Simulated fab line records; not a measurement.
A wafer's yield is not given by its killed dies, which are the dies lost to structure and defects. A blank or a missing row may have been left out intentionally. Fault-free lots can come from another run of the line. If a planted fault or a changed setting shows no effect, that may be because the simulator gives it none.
Which of the tools did it? / flow n5 finfet / 7 lots (20 wafers sampled), 1 step of a 1938-step route

== WHAT EACH GAUGE READ, for each wafer ==
N5_MOL_CONTACT_COAG_CD_MEAS_137 targets a cd of 16 nm.
lot=L940; measured=day 5 11:40; on=cd sem-03; cd nm (nm)=15.5 15.7 16.3
lot=L942; measured=day 6 00:29; on=cd sem-01; cd nm (nm)=16.2 16.6 16.6
lot=L944; measured=day 6 12:37; on=cd sem-03; cd nm (nm)=15.8 15.9 16.5
lot=L946; measured=day 7 04:01; on=cd sem-03; cd nm (nm)=16.3 15.8 16.1
lot=L949; measured=day 7 20:50; on=cd sem-01; cd nm (nm)=15.7 16.4 16.0
lot=L954; measured=day 9 03:14; on=cd sem-02; cd nm (nm)=15.9 16.2
lot=L957; measured=day 9 12:36; on=cd sem-01; cd nm (nm)=15.6 15.7 15.6

== TOOL THAT RAN EACH LOT (tool first, then ch and the chambers of the sampled wafers, then the start) ==
Before these readings, the record contains no process step.

== THE ANSWER, worked out from the rows above alone ==
Rule: the usual values come from the lots themselves. Put in order of their means at a reading, lots are off if they are a third of the lots or fewer, leave a main group of 4 or more, and stand apart from it by a gap of 3 or more times the standard deviation of the main group's means; of several such gaps the widest counts. Not used: any main group whose means are identical at the precision the tables above print for the reading. A lot without any number at a reading at which 4 lots or more have one is off too. The other lots that the step has rows for count as sound.
None of the lots is off at any reading shown; this tells nothing.

== WHAT HAD BEEN PUT IN BY THE SIMULATOR ==
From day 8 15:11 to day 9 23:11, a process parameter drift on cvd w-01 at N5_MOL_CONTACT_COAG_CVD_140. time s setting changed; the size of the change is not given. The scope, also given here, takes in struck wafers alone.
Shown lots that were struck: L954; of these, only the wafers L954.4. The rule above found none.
